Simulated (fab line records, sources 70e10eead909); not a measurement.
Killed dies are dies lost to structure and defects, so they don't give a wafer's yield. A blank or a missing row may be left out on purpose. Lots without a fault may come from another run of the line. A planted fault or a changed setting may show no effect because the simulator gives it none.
Problem report in the 8D (eight disciplines) form, filled by code | flow nand_harc | the parts of the form that need people (team, actions taken, sign-off) are left out

1. THE PROBLEM
killed_at_periphery at NHARC_END_SORT_01 reads a mean of 95 on 2 wafers of 2 lots; wafers without a fault read 4 with a standard deviation of 3.1. That is +29 standard deviations from the usual mean.
First seen on wafer L115.1, day 30 18:03, on prober-01. The record holds 6 wafers of 2 lots with a number at this step. Rule for "out", or "out of limits": more than 4 standard deviations from the usual mean. The other wafers with a number count as sound.

2. WHAT IT IS AND WHAT IT IS NOT
question                    | is                                                                                                                  | is not
which readings at this step | killed_at_periphery, defect_limited_yield, killed_dies, sort_bin_2_pct, sort_bin_3_pct, sort_n_pass, sort_yield_pct | killed_at_array, killed_at_other, killed_open, killed_short
which lots                  | L115, L117                                                                                                          | -
which wafers of those lots  | L115.1, L117.2                                                                                                      | L115.3, L115.4, L117.1, L117.5
read on which gauges        | prober-01                                                                                                           | -
when                        | from day 30 18:03                                                                                                   | up to then (0 sound wafers); but 4 sound wafers of L115, L117 came after

3. SUSPECTS, AND WHAT RULES EACH OUT
Counting: a tool at a process step up to the reading stays a suspect if it ran every lot that is out. Sound lots after the first of them don't rule it out here, since some wafers of a struck lot are sound.
- the gauge at NHARC_END_SORT_01: kept. All the wafers that are out were read on prober-01, and no step on other tools shows them out.
- rie_diel-11 at NHARC_P_BONDPAD_ETCH_37 (etches the open film in N2/H2, target depth 60 nm, overetch 18 nm, time 65.91 s): kept. It ran every lot that is out, first L115 (day 13 09:37).
- Within rie_diel-11 at NHARC_P_BONDPAD_ETCH_37: the wafers that are out ran in chamber 2; their sound lot-mates ran in chambers 0, 3.
Left after counting: rie_diel-11 at NHARC_P_BONDPAD_ETCH_37, prober-01 at NHARC_END_SORT_01.

4. THE CAUSE (what the simulator had put in)
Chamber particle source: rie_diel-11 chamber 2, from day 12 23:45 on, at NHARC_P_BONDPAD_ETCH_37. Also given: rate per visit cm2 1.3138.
Counting left 2 suspects, and this tool is among them.

5. THE CHAIN OF EFFECTS, in route order
Each row: a reading whose mean over the struck wafers that have a number lies more than 3 standard deviations from the usual. Only readings for which the record gives a usual standard deviation are gone through. hours: the time from each lot's start at the first step in this table that gives one to its start at this step, as a median over the lots. sigmas: the change in usual standard deviations.
hours | step              | reading              | usual  | on struck wafers | change | sigmas
0     | NHARC_END_SORT_01 | defect_limited_yield | 92.3 % | 77.9             | -14.4  | -5.3
0     | NHARC_END_SORT_01 | killed_at_periphery  | 4      | 95               | +91    | +29
0     | NHARC_END_SORT_01 | killed_dies          | 52     | 150              | +98    | +5.4
0     | NHARC_END_SORT_01 | sort_bin_2_pct       | 2.7 %  | 8.5              | +5.8   | +4.8
0     | NHARC_END_SORT_01 | sort_bin_3_pct       | 0.6 %  | 5.1              | +4.5   | +12
0     | NHARC_END_SORT_01 | sort_n_pass          | 625    | 528              | -98    | -5.4
0     | NHARC_END_SORT_01 | sort_yield_pct       | 92.3 % | 77.9             | -14.4  | -5.3

6. WHAT WOULD HAVE CAUGHT IT SOONER
In this record the first reading out of limits at a measuring or inspecting step was taken at day 30 18:03, 426 hours after the fault began at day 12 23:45.
Of the tool readings at NHARC_P_BONDPAD_ETCH_37 for which the record gives a usual standard deviation, none was out on any struck wafer, so an alarm limit of 4 standard deviations on them would not have fired.
All the lots that are out (2) had begun NHARC_P_BONDPAD_ETCH_37 on rie_diel-11 by day 30 18:03. A hold on the tool at that time would have spared none of them.
